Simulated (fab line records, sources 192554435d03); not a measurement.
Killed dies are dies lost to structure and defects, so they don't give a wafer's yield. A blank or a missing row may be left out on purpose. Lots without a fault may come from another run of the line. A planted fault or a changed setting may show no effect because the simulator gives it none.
fab line records | flow n5_finfet
record lots=24 wafers=72 last_day=18
route steps=1938 shown MOL_CONTACT_COAG@624 BEOL_M0_SAQP@632 BEOL_M0_CUTY@711 BEOL_M0@740
lots that met no fault: from a run of the same line without faults
start_h: hours from the record's first day to the start of the lot's first wafer shown | wait_h: hours since the lot's step before | " the same as in the row above | L1.1+2: a row that stands for several wafers | - no value, or no start given | * or withheld: withheld | < > ~ a bound
route shown NAME@n: a module of which the file shows steps, and the number in the route of the first | usual: mean/standard deviation of fault-free wafers | same: alike in all rows | chamber/n: place in a boat | sites: the reading at each site | _std_site: their standard deviation | _edge_site: outer sites' mean less inner sites' | radius_mm: how far each site lies from the wafer's centre | mask NAME#n: copy n | behind: the tool/chamber that last shaped the wafer | hold: why the lot was held/for how many hours/how that ended | device: the transistor (n, p or np) that didn't switch | end of line: the same wafers' tests at the end of the route | a step without rows: its recipe alone | killed: dies lost to structure and defects at the first sort, not the wafer's yield | map: a wafer's dies, x killed, . not, _ none there
set.NAME: the setting as run; set.NAME@STEP: as run at that earlier step | model.NAME: the simulator's own value behind a step, which no gauge read
steps of the route over a sample of lots; a table a step, a row a wafer
services: from which hour (start_h, from the record's first day; less than 0 if before it) a tool's chamber was out of use, for how many hours, and why
## steps
# step N5_MOL_CONTACT_COAG_CVD_140
# recipe material=W target_thk_a=665 mode=selective_fill temp_c=300 time_s=215
# usual heater_power_w=498/47
# columns lot.wafer tool chamber start_h wait_h heater_power_w
L074.1 cvd_w-01 0 107.75 0.1 564
L074.3 " 0 " " 558
L074.5 " 1 " " 465
L075.3 cvd_w-01 1 113.30 0.1 453
L075.4 " 0 " " 550
L075.6 " 0 " " 558
L076.1 cvd_w-01 1 119.49 0.1 462
L076.3 " 1 " " 459
L076.6 " 0 " " 554
L077.1 cvd_w-02 0 122.61 0.1 528
L077.3 " 1 " " 446
L077.5 " 0 " " 544
L078.2 cvd_w-01 1 133.10 0.1 461
L078.4 " 0 " " 554
L078.5 " 0 " " 555
L079.3 cvd_w-01 0 135.62 0.1 545
L079.4 " 1 " " 456
L079.6 " 0 " " 555
L080.1 cvd_w-01 0 138.46 0.1 566
L080.2 " 1 " " 457
L080.6 " 1 " " 444
L081.2 cvd_w-01 1 155.32 0.1 446
L081.4 " 1 " " 462
L081.5 " 1 " " 461
L082.2 cvd_w-02 1 157.49 0.1 466
L082.4 " 0 " " 528
L082.6 " 0 " " 511
L083.2 cvd_w-01 0 158.93 0.1 556
L083.4 " 0 " " 554
L083.5 " 1 " " 447
L084.1 cvd_w-01 1 160.59 0.1 461
L084.3 " 1 " " 446
L084.4 " 0 " " 555
L085.3 cvd_w-02 1 172.95 0.1 433
L085.5 " 1 " " 449
L085.6 " 0 " " 529
L086.1 cvd_w-02 0 185.04 0.1 537
L086.2 " 1 " " 441
L086.5 " 1 " " 450
L087.2 cvd_w-02 1 186.95 0.1 447
L087.4 " 1 " " 458
L087.6 " 1 " " 437
L088.2 cvd_w-01 0 194.42 0.1 553
L088.3 " 0 " " 551
L088.5 " 1 " " 461
L089.2 cvd_w-01 1 196.20 0.1 459
L089.4 " 0 " " 554
L089.6 " 1 " " 450
L091.2 cvd_w-02 0 203.20 0.1 522
L091.4 " 0 " " 527
L091.6 " 1 " " 450
L090.1 cvd_w-01 1 203.35 0.1 452
L090.5 " 0 " " 555
L090.6 " 1 " " 457
L092.2 cvd_w-02 0 211.36 0.1 525
L092.5 " 0 " " 539
L092.6 " 1 " " 458
L093.3 cvd_w-01 1 219.02 0.1 454
L093.4 " 0 " " 546
L093.5 " 0 " " 562
L094.4 cvd_w-01 0 228.07 0.1 545
L094.5 " 1 " " 461
L094.6 " 0 " " 557
L095.1 cvd_w-02 0 228.11 0.1 520
L095.5 " 0 " " 518
L095.6 " 1 " " 448
L097.1 cvd_w-01 0 239.73 0.1 557
L097.4 " 0 " " 539
L097.5 " 0 " " 545
L096.1 cvd_w-02 1 240.05 0.1 457
L096.2 " 0 " " 512
L096.3 " 1 " " 452
# step N5_BEOL_M0_SAQP_PECVD_00
# recipe material=SiCN target_thk_a=80 temp_c=withheld precursor=3MS/NH3 pressure_torr=3 rf_w=202 time_s=14
# usual showerhead_plenum_p_Torr=3.669/0.013 throttle_valve_pct=9.0/0.58
# columns lot.wafer tool chamber start_h wait_h showerhead_plenum_p_Torr throttle_valve_pct
L074.1 pecvd-02 2 111.77 0.2 3.681 8.6
L074.3 " 0 " " 3.672 9.1
L074.5 " 1 " " 3.694 9.8
L075.3 pecvd-01 2 117.27 0.1 3.660 9.2
L075.4 " 2 " " 3.658 9.3
L075.6 " 0 " " 3.662 8.6
L076.1 pecvd-01 1 123.50 0.2 3.659 9.8
L076.3 " 2 " " 3.658 9.4
L076.6 " 2 " " 3.669 9.0
L077.1 pecvd-04 2 126.65 0.2 3.672 8.6
L077.3 " 1 " " 3.671 8.6
L077.5 " 1 " " 3.668 8.9
L078.2 pecvd-04 2 137.11 0.2 3.665 8.5
L078.4 " 2 " " 3.672 8.3
L078.5 " 2 " " 3.671 8.5
L079.3 pecvd-04 1 140.11 0.1 3.675 8.5
L079.4 " 2 " " 3.661 8.4
L079.6 " 1 " " 3.679 8.3
L080.1 pecvd-02 0 143.10 0.2 3.665 9.4
L080.2 " 2 " " 3.671 8.9
L080.6 " 1 " " 3.689 9.7
L081.2 pecvd-01 1 159.32 0.2 3.657 9.6
L081.4 " 2 " " 3.669 9.3
L081.5 " 0 " " 3.664 8.6
L082.2 pecvd-02 1 162.33 0.2 3.683 9.9
L082.4 " 1 " " 3.687 10.0
L082.6 " 0 " " 3.663 9.2
L083.2 pecvd-04 0 165.32 0.2 3.636 8.4
L083.4 " 0 " " 3.640 8.6
L083.5 " 0 " " 3.637 8.5
L084.1 pecvd-02 1 165.34 0.2 3.683 9.9
L084.3 " 2 " " 3.680 9.2
L084.4 " 2 " " 3.675 8.9
L085.3 pecvd-02 0 176.87 0.1 3.675 9.1
L085.5 " 1 " " 3.682 9.8
L085.6 " 0 " " 3.673 9.1
L086.1 pecvd-02 2 189.04 0.2 3.681 9.0
L086.2 " 0 " " 3.665 9.0
L086.5 " 2 " " 3.671 8.7
L087.2 pecvd-04 2 192.06 0.2 3.673 8.1
L087.4 " 2 " " 3.668 8.6
L087.6 " 0 " " 3.645 8.4
L088.2 pecvd-02 2 198.42 0.2 3.681 8.8
L088.3 " 1 " " 3.685 9.7
L088.5 " 1 " " 3.690 9.7
L089.2 pecvd-02 0 201.43 0.2 3.664 9.3
L089.4 " 0 " " 3.667 9.2
L089.6 " 2 " " 3.670 9.0
L091.2 pecvd-01 0 207.19 0.2 3.668 8.5
L091.4 " 0 " " 3.664 8.5
L091.6 " 0 " " 3.664 8.7
L090.1 pecvd-02 1 210.21 0.2 3.689 9.9
L090.5 " 2 " " 3.680 8.7
L090.6 " 1 " " 3.680 10.1
L092.2 pecvd-04 1 215.37 0.2 3.681 8.8
L092.5 " 0 " " 3.645 8.5
L092.6 " 2 " " 3.672 8.3
L093.3 pecvd-02 2 222.96 0.1 3.676 8.9
L093.4 " 0 " " 3.664 9.1
L093.5 " 2 " " 3.674 8.8
L094.4 pecvd-02 1 232.02 0.1 3.688 9.9
L094.5 " 2 " " 3.674 8.9
L094.6 " 0 " " 3.669 9.2
L095.1 pecvd-01 2 235.02 0.2 3.667 8.3
L095.5 " 2 " " 3.653 7.9
L095.6 " 0 " " 3.662 8.3
L097.1 pecvd-01 0 243.73 0.2 3.661 8.6
L097.4 " 2 " " 3.649 8.0
L097.5 " 2 " " 3.672 7.8
L096.1 pecvd-01 1 246.73 0.2 3.654 9.6
L096.2 " 2 " " 3.663 7.9
L096.3 " 0 " " 3.657 8.5
# step N5_BEOL_M0_SAQP_MANDREL1_REMOVE_100
# recipe chemistry=HBr/Cl2/O2 bt_time_s=10 target=a-Si stop_on=SiNx endpoint=OES-SiCl over_etch_frac=0.85 icp_w=600 bias_w=30 HBr_flow_sccm=150 Cl2_flow_sccm=80 O2_flow_sccm=5 pressure_mtorr=10
# usual HBr_flow_sccm=150.0/0.47 bias_w=29.99/0.086 drypump_motor_current_A=5.7/0.44 oes_product_au=0.999/0.015 throttle_valve_pct=36.9/0.35
# columns lot.wafer tool chamber start_h wait_h HBr_flow_sccm bias_w drypump_motor_current_A oes_product_au rf_hours_counter_h throttle_valve_pct
L074.1 rie_si-01 1 115.90 0.1 149.5 29.94 5.2 0.998 61 37.4
L074.3 " 0 " " 151.2 30.07 5.5 0.976 29 36.8
L074.5 " 2 " " 149.6 30.04 5.8 1.004 - 36.7
L075.3 rie_si-04 0 121.42 0.1 150.1 30.01 5.9 0.995 148 37.6
L075.4 " 0 " " 150.5 29.97 5.9 0.991 - 37.6
L075.6 " 1 " " 149.7 30.06 5.5 1.027 - 36.7
L076.1 rie_si-01 2 127.54 0.1 150.5 29.85 5.9 1.000 76 36.7
L076.3 " 1 " " 151.2 29.89 5.2 1.001 61 37.4
L076.6 " 3 " " 149.4 29.99 5.1 0.995 - 36.9
L077.1 rie_si-06 1 129.44 0.1 150.1 30.05 5.6 1.007 138 36.3
L077.3 " 3 " " 149.6 29.81 6.7 0.993 25 36.6
L077.5 " 2 " " 150.0 30.00 5.8 0.982 - 36.5
L078.2 rie_si-01 2 140.03 0.1 149.7 30.01 5.8 1.022 77 36.7
L078.4 " 0 " " 149.4 30.02 5.5 0.971 30 36.8
L078.5 " 3 " " 149.7 29.97 5.1 0.986 - 36.9
L079.3 rie_si-01 3 142.56 0.1 150.0 30.16 5.1 0.989 170 36.9
L079.4 " 2 " " 150.0 30.09 5.9 1.011 77 36.7
L079.6 " 0 " " 149.4 29.92 5.5 0.968 - 36.8
L080.1 rie_si-04 0 145.65 0.1 150.6 29.84 5.9 0.981 148 37.6
L080.2 " 1 " " 150.3 30.04 5.5 1.024 68 36.7
L080.6 " 3 " " 150.4 30.02 6.1 1.012 - 36.8
L081.2 rie_si-01 2 161.70 0.1 149.2 30.05 5.8 1.007 77 36.7
L081.4 " 1 " " 149.6 30.10 5.2 0.993 61 37.4
L081.5 " 1 " " 149.2 30.17 5.2 1.014 - 37.4
L082.2 rie_si-06 1 165.18 0.1 150.2 30.00 5.6 1.010 139 36.3
L082.4 " 0 " " 150.3 29.94 5.8 0.998 - 37.1
L082.6 " 1 " " 150.3 29.85 5.6 1.009 - 36.3
L084.1 rie_si-06 3 168.86 0.1 149.7 30.13 6.7 1.000 26 36.6
L084.3 " 0 " " 149.8 29.90 5.8 1.008 117 37.1
L084.4 " 1 " " 149.9 29.89 5.6 1.000 139 36.3
L083.2 rie_si-04 0 169.20 0.1 149.7 29.97 5.9 0.977 149 37.6
L083.4 " 3 " " 149.9 30.00 6.1 1.017 135 36.8
L083.5 " 2 " " 150.0 29.99 5.1 0.987 - 36.9
L085.3 rie_si-04 2 181.76 0.1 149.3 29.96 5.1 0.992 127 36.9
L085.5 " 2 " " 150.8 29.90 5.1 0.992 - 36.9
L085.6 " 3 " " 149.8 30.02 6.1 1.019 - 36.8
L086.1 rie_si-01 3 194.66 0.1 150.3 29.93 5.1 0.991 171 36.9
L086.2 " 0 " " 150.3 29.86 5.5 0.971 31 36.8
L086.5 " 2 " " 149.8 30.07 5.9 1.015 - 36.7
L087.2 rie_si-01 1 195.92 0.1 150.9 29.97 5.2 1.001 62 37.5
L087.4 " 0 " " 150.2 30.13 5.5 0.966 31 36.8
L087.6 " 3 " " 150.0 29.96 5.1 0.991 - 36.9
L088.2 rie_si-06 3 202.74 0.1 150.7 30.00 6.8 0.996 26 36.6
L088.3 " 1 " " 149.9 30.01 5.6 1.021 140 36.3
L088.5 " 1 " " 149.9 30.01 5.6 1.018 - 36.3
L089.2 rie_si-06 0 207.20 0.1 149.9 29.76 5.8 1.011 118 37.1
L089.4 " 1 " " 150.1 30.01 5.7 1.026 140 36.3
L089.6 " 2 " " 150.0 29.96 5.7 0.997 - 36.6
L091.2 rie_si-04 1 212.00 0.1 150.1 30.03 5.5 1.026 69 36.7
L091.4 " 2 " " 151.0 30.11 5.1 0.997 128 36.9
L091.6 " 3 " " 149.5 29.99 6.1 1.016 - 36.8
L090.1 rie_si-04 1 214.32 0.1 149.9 29.86 5.5 1.021 69 36.7
L090.5 " 2 " " 150.9 29.99 5.1 1.000 - 36.9
L090.6 " 3 " " 149.4 29.95 6.1 1.026 - 36.8
L092.2 rie_si-01 0 220.18 0.1 150.3 29.98 5.5 0.973 31 36.8
L092.5 " 1 " " 150.3 30.02 5.2 1.005 - 37.4
L092.6 " 0 " " 150.3 30.08 5.5 0.967 - 36.8
L093.3 rie_si-04 2 228.13 0.1 148.9 29.92 5.1 0.988 128 36.9
L093.4 " 3 " " 150.5 29.76 6.1 1.011 - 36.8
L093.5 " 0 " " 150.5 29.96 5.9 0.979 - 37.6
L094.4 rie_si-06 0 235.95 0.0 149.9 30.05 5.8 0.985 118 37.1
L094.5 " 1 " " 150.3 30.02 5.6 1.016 - 36.3
L094.6 " 0 " " 149.5 30.11 5.8 0.989 - 37.1
L095.1 rie_si-01 2 241.04 0.1 149.7 30.07 5.9 1.005 78 36.7
L095.5 " 2 " " 149.8 30.03 5.9 0.997 - 36.7
L095.6 " 1 " " 150.3 30.11 5.2 1.004 - 37.4
L097.1 rie_si-06 0 247.79 0.1 150.4 30.04 5.8 0.999 118 37.1
L097.4 " 1 " " 150.1 29.97 5.6 1.023 141 36.3
L097.5 " 2 " " 149.9 29.97 5.8 0.997 - 36.6
L096.1 rie_si-04 0 249.72 0.1 150.1 29.87 5.9 0.979 150 37.6
L096.2 " 2 " " 150.6 30.06 5.1 0.986 129 36.9
L096.3 " 1 " " 150.8 30.01 5.5 1.026 69 36.7
# step N5_BEOL_M0_SAQP_OVL_MEAS_41
# recipe points_per_wafer=522
# usual M0_CUT1_OVL=0.2/0.65
# columns lot.wafer tool chamber start_h wait_h M0_CUT1_OVL[nm]
L074.1 overlay-02 0 121.10 0.0 0.7
L074.3 " 0 " " 0.0
L074.5 " 0 " " 0.3
L075.3 overlay-01 0 124.45 0.0 -0.4
L075.4 " 0 " " 1.1
L075.6 " 0 " " 0.2
L076.1 overlay-01 0 130.44 0.0 -0.2
L076.3 " 0 " " -0.8
L076.6 " 0 " " 0.7
L077.1 overlay-02 0 133.44 0.0 1.3
L077.3 " 0 " " 1.4
L077.5 " 0 " " 1.2
L078.2 overlay-01 0 142.43 0.0 -0.5
L078.4 " 0 " " -0.2
L078.5 " 0 " " -0.7
L079.3 overlay-02 0 145.15 0.0 -1.0
L079.4 " 0 " " 0.3
L079.6 " 0 " " 0.1
L080.1 overlay-02 0 148.12 0.0 0.6
L080.2 " 0 " " 0.7
L080.6 " 0 " " 1.2
L081.2 overlay-01 0 164.21 0.0 1.5
L081.4 " 0 " " 0.2
L081.5 " 0 " " 0.4
L082.2 overlay-02 0 168.25 0.0 0.3
L082.4 " 0 " " 0.4
L082.6 " 0 " " -0.5
L084.1 overlay-02 0 171.58 0.0 -0.7
L084.3 " 0 " " -0.6
L084.4 " 0 " " -0.4
L083.2 overlay-02 0 172.06 0.0 1.5
L083.4 " 0 " " 0.4
L083.5 " 0 " " 1.0
L085.3 overlay-01 0 186.31 0.0 -0.5
L085.5 " 0 " " -0.4
L085.6 " 0 " " 0.1
L086.1 overlay-01 0 197.20 0.0 1.1
L086.2 " 0 " " 0.6
L086.5 " 0 " " 0.1
L087.2 overlay-01 0 198.14 0.0 1.0
L087.4 " 0 " " 0.3
L087.6 " 0 " " -0.2
L088.2 overlay-02 0 205.27 0.0 0.1
L088.3 " 0 " " 1.4
L088.5 " 0 " " 2.2
L089.2 overlay-02 0 209.59 0.0 1.3
L089.4 " 0 " " 0.8
L089.6 " 0 " " 0.7
L091.2 overlay-01 0 214.49 0.0 -0.2
L091.4 " 0 " " 0.0
L091.6 " 0 " " -1.0
L090.1 overlay-01 0 216.55 0.0 -1.3
L090.5 " 0 " " -0.5
L090.6 " 0 " " 0.4
L092.2 overlay-02 0 222.55 0.0 -0.1
L092.5 " 0 " " -0.6
L092.6 " 0 " " -0.1
L093.3 overlay-01 0 230.66 0.0 1.5
L093.4 " 0 " " -0.2
L093.5 " 0 " " 0.8
L094.4 overlay-02 0 238.48 0.0 0.3
L094.5 " 0 " " -0.1
L094.6 " 0 " " 1.2
L095.1 overlay-01 0 243.24 0.0 -0.3
L095.5 " 0 " " -0.1
L095.6 " 0 " " 0.7
L097.1 overlay-02 0 250.17 0.0 0.3
L097.4 " 0 " " -0.1
L097.5 " 0 " " -0.6
L096.1 overlay-01 0 252.44 0.0 -0.1
L096.2 " 0 " " -0.3
L096.3 " 0 " " 0.5
# step N5_BEOL_M0_CUTY_DESCUM_61
# recipe chemistry=O2 time_s=7.9 source_power_w=50 bias_power_w=20 pressure_mtorr=20 rf_frequency_hz=2.712e+07 temp_c=40 resist=CAR-ArF-block o2_flow_sccm=225
# usual drypump_motor_current_A=5.7/0.32 oes_product_au=0.81/0.087 rf_vpp_V=243.2/1.4 showerhead_plenum_p_Torr=2.09/0.079 temp_c=40.00/0.1 throttle_valve_pct=20.44/0.19
# columns lot.wafer tool chamber start_h wait_h drypump_motor_current_A oes_product_au rf_hours_counter_h rf_vpp_V showerhead_plenum_p_Torr temp_c throttle_valve_pct
L074.1 rie_diel-03 1 122.61 0.0 5.4 0.73 191 241.1 1.98 39.99 20.55
L074.3 " 2 " " 5.7 0.76 152 241.4 2.01 39.89 20.35
L074.5 " 3 " " 5.6 0.87 - 243.5 2.13 39.81 20.26
L075.3 rie_diel-03 0 125.99 0.1 5.6 0.72 171 243.4 2.17 40.08 20.81
L075.4 " 1 " " 5.4 0.73 192 241.3 1.98 40.06 20.54
L075.6 " 0 " " 5.6 0.72 - 243.8 2.17 39.82 20.81
L076.1 rie_diel-03 1 132.05 0.1 5.4 0.73 194 240.6 1.98 39.91 20.53
L076.3 " 0 " " 5.5 0.71 173 244.4 2.17 40.07 20.79
L076.6 " 2 " " 5.7 0.76 - 241.6 2.00 39.85 20.35
L077.1 rie_diel-03 2 135.01 0.0 5.7 0.75 157 241.4 2.00 39.90 20.37
L077.3 " 3 " " 5.6 0.87 46 243.6 2.13 39.93 20.27
L077.5 " 1 " " 5.4 0.72 - 240.2 1.98 39.95 20.54
L078.2 rie_diel-03 0 144.52 0.2 5.6 0.73 178 244.1 2.17 39.87 20.79
L078.4 " 2 " " 5.7 0.76 160 242.7 2.00 40.03 20.39
L078.5 " 3 " " 5.6 0.87 - 244.2 2.12 39.81 20.28
L079.3 rie_diel-03 3 146.63 0.0 5.6 0.85 50 243.8 2.12 40.24 20.28
L079.4 " 3 " " 5.7 0.86 - 244.2 2.12 40.24 20.25
L079.6 " 1 " " 5.4 0.72 - 241.3 1.98 39.87 20.56
L080.1 rie_diel-01 3 149.84 0.2 5.1 0.64 251 240.5 1.97 40.11 20.60
L080.2 " 0 " " 6.2 0.80 108 243.1 2.09 39.96 20.36
L080.6 " 1 " " 5.9 0.81 - 245.4 2.23 40.05 20.41
L081.2 rie_diel-03 1 165.94 0.4 5.4 0.71 211 240.5 1.97 40.04 20.57
L081.4 " 2 " " 5.7 0.76 162 241.9 2.00 40.01 20.38
L081.5 " 1 " " 5.4 0.71 - 241.0 1.97 40.03 20.57
L082.2 rie_diel-03 2 169.85 0.2 5.7 0.75 164 241.4 2.00 39.97 20.37
L082.4 " 1 " " 5.3 0.71 212 240.2 1.97 39.99 20.57
L082.6 " 3 " " 5.6 0.83 - 243.5 2.12 39.79 20.31
L084.1 rie_diel-05 0 174.97 0.2 5.8 0.74 185 242.7 2.05 40.00 20.22
L084.3 " 1 " " 5.8 0.89 48 244.2 2.15 39.96 20.27
L084.4 " 2 " " 5.9 0.92 21 243.7 2.04 40.04 20.64
L083.2 rie_diel-01 2 175.01 0.1 6.2 0.97 13 243.0 2.12 39.93 20.27
L083.4 " 0 " " 6.2 0.78 - 244.4 2.08 39.99 20.40
L083.5 " 1 " " 5.9 0.79 - 244.7 2.22 40.13 20.44
L085.3 rie_diel-01 0 189.65 1.7 6.2 0.76 131 242.5 2.08 40.06 20.42
L085.5 " 3 " " 5.1 0.94 - 245.9 2.23 39.99 20.12
L085.6 " 2 " " 6.2 0.94 - 244.0 2.12 40.12 20.27
L086.1 rie_diel-03 1 198.69 0.0 5.4 0.71 223 240.7 1.97 40.04 20.58
L086.2 " 3 " " 5.6 0.82 72 243.9 2.12 39.96 20.30
L086.5 " 0 " " 5.5 0.70 - 244.0 2.16 39.67 20.85
L087.2 rie_diel-01 0 199.99 0.2 6.2 0.77 136 242.7 2.08 39.98 20.42
L087.4 " 3 " " 5.1 0.94 - 244.9 2.23 40.12 20.14
L087.6 " 0 " " 6.2 0.77 - 244.2 2.08 39.94 20.42
L088.2 rie_diel-05 2 207.70 0.0 5.8 0.93 26 243.2 2.04 39.91 20.63
L088.3 " 1 " " 5.8 0.88 53 243.1 2.15 40.00 20.27
L088.5 " 0 " " 5.8 0.75 - 243.6 2.05 39.98 20.23
L089.2 rie_diel-05 0 211.67 0.0 5.8 0.75 191 243.9 2.05 40.01 20.22
L089.4 " 1 " " 5.8 0.87 54 243.5 2.15 39.97 20.24
L089.6 " 3 " " 5.3 0.93 - 243.4 2.03 39.94 20.53
L091.2 rie_diel-05 2 216.00 0.1 5.8 0.91 29 242.7 2.04 40.15 20.65
L091.4 " 0 " " 5.8 0.74 193 243.0 2.05 39.94 20.24
L091.6 " 2 " " 5.9 0.92 - 242.3 2.04 40.00 20.65
L090.1 rie_diel-03 1 218.22 0.2 5.4 0.70 230 240.9 1.97 40.06 20.59
L090.5 " 3 " " 5.6 0.81 - 243.0 2.11 40.20 20.32
L090.6 " 2 " " 5.7 0.73 - 241.2 2.00 40.05 20.38
L092.2 rie_diel-05 2 225.33 0.0 5.9 0.91 32 243.5 2.04 40.02 20.64
L092.5 " 0 " " 5.8 0.74 - 242.5 2.05 40.07 20.24
L092.6 " 3 " " 5.3 0.91 - 241.8 2.03 40.13 20.55
L093.3 rie_diel-01 2 232.26 0.0 6.2 0.93 36 244.3 2.11 40.05 20.31
L093.4 " 1 " " 5.9 0.77 128 244.3 2.21 40.05 20.48
L093.5 " 2 " " 6.2 0.92 - 244.6 2.11 40.12 20.30
L094.4 rie_diel-03 1 239.98 0.1 5.4 0.69 237 242.1 1.97 39.91 20.61
L094.5 " 0 " " 5.5 0.69 - 243.1 2.15 40.07 20.88
L094.6 " 3 " " 5.6 0.81 - 242.4 2.11 39.97 20.32
L095.1 rie_diel-01 2 244.91 0.2 6.2 0.92 40 245.0 2.11 39.93 20.30
L095.5 " 3 " " 5.2 0.90 - 245.3 2.22 39.99 20.17
L095.6 " 2 " " 6.2 0.92 - 244.1 2.11 40.20 20.31
L097.1 rie_diel-01 0 252.19 0.4 6.2 0.75 152 242.5 2.07 39.90 20.45
L097.4 " 2 " " 6.2 0.91 43 243.9 2.11 40.10 20.32
L097.5 " 0 " " 6.2 0.76 - 242.2 2.07 39.91 20.45
L096.1 rie_diel-01 0 254.21 0.1 6.2 0.75 153 242.2 2.07 40.14 20.44
L096.2 " 1 " " 5.9 0.76 136 245.0 2.21 39.97 20.49
L096.3 " 3 " " 5.1 0.89 27 244.8 2.22 40.06 20.16
# step N5_BEOL_M0_SPUTTER_141
# recipe material=Cu target_thk_a=40 temp_c=-20 chamber_pressure_pa=0.07 power_w=withheld time_s=7.37
# usual throttle_valve_pct=30.6/0.87
# columns lot.wafer tool chamber start_h wait_h throttle_valve_pct
L074.1 pvd_sputter-03 - 129.08 0.0 31.4
L074.3 " - " " 29.6
L074.5 " - " " 32.1
L075.3 pvd_sputter-02 - 132.02 0.0 29.8
L075.4 " - " " 30.4
L075.6 " - " " 30.5
L076.1 pvd_sputter-01 - 134.31 0.0 31.8
L076.3 " - " " 31.3
L076.6 " - " " 30.2
L077.1 pvd_sputter-02 - 139.18 0.0 29.8
L077.3 " - " " 30.5
L077.5 " - " " 30.4
L078.2 pvd_sputter-03 - 150.86 0.0 28.9
L078.4 " - " " 31.0
L078.5 " - " " 29.7
L079.3 pvd_sputter-03 - 151.30 0.0 32.0
L079.4 " - " " 31.2
L079.6 " - " " 29.2
L080.1 pvd_sputter-01 - 156.70 0.0 31.0
L080.2 " - " " 30.1
L080.6 " - " " 31.6
L081.2 pvd_sputter-02 - 170.06 0.0 29.9
L081.4 " - " " 30.5
L081.5 " - " " 31.0
L082.2 pvd_sputter-01 - 173.32 0.0 30.3
L082.4 " - " " 31.5
L082.6 " - " " 30.1
L084.1 pvd_sputter-01 - 180.42 0.0 31.7
L084.3 " - " " 30.3
L084.4 " - " " 31.4
L083.2 pvd_sputter-02 - 183.17 0.0 29.8
L083.4 " - " " 30.8
L083.5 " - " " 29.6
L085.3 pvd_sputter-03 - 197.46 0.0 28.7
L085.5 " - " " 29.1
L085.6 " - " " 30.0
L086.1 pvd_sputter-03 - 202.22 0.0 32.2
L086.2 " - " " 29.9
L086.5 " - " " 29.0
L087.2 pvd_sputter-02 - 204.03 0.0 30.6
L087.4 " - " " 29.6
L087.6 " - " " 30.3
L088.2 pvd_sputter-03 - 212.17 0.0 32.1
L088.3 " - " " 29.7
L088.5 " - " " 29.7
L089.2 pvd_sputter-02 - 217.56 0.0 30.7
L089.4 " - " " 29.8
L089.6 " - " " 30.2
L091.2 pvd_sputter-02 - 221.46 0.0 30.4
L091.4 " - " " 30.6
L091.6 " - " " 29.8
L090.1 pvd_sputter-02 - 224.36 0.0 30.7
L090.5 " - " " 30.7
L090.6 " - " " 30.5
L092.2 pvd_sputter-03 - 230.08 0.0 29.1
L092.5 " - " " 32.0
L092.6 " - " " 31.2
L093.3 pvd_sputter-03 - 234.71 0.0 32.0
L093.4 " - " " 29.9
L093.5 " - " " 32.4
L094.4 pvd_sputter-01 - 246.06 0.0 31.1
L094.5 " - " " 31.8
L094.6 " - " " 30.1
L095.1 pvd_sputter-02 - 248.03 0.0 30.8
L095.5 " - " " 30.0
L095.6 " - " " 30.3
L097.1 pvd_sputter-01 - 257.65 0.0 31.5
L097.4 " - " " 30.2
L097.5 " - " " 31.3
L096.1 pvd_sputter-03 - 260.31 0.0 32.1
L096.2 " - " " 31.1
L096.3 " - " " 29.7
## services
# columns tool chamber start_h hours kind
rie_diel-01 - 87.14 1.0 repair
cvd_w-01 - 90.59 2.6 repair
rie_si-04 - 98.68 2.8 pm
pvd_sputter-02 - 116.54 1.6 repair
rie_si-04 2 120.20 5.0 repair
pecvd-04 0 136.78 13.9 repair
pvd_sputter-01 - 137.28 15.4 repair
rie_diel-01 - 141.22 1.0 repair
rie_diel-05 - 143.37 14.6 pm
cvd_w-01 - 147.85 6.0 pm
rie_diel-03 3 149.91 2.5 repair
rie_si-06 3 152.88 15.1 repair
pecvd-04 1 170.87 13.4 repair
cvd_w-01 - 174.50 14.6 pm
rie_si-04 - 190.95 0.1 repair
rie_si-06 0 198.68 6.8 repair
rie_si-04 0 216.00 2.3 repair
rie_si-04 1 226.09 6.7 repair
pecvd-01 1 234.87 10.4 repair
pecvd-02 - 240.78 1.8 repair
cvd_w-01 - 243.71 6.9 pm
cvd_w-01 1 251.20 6.3 repair
rie_diel-03 - 253.52 0.4 repair
pecvd-04 - 255.35 2.8 pm
## key
fault none
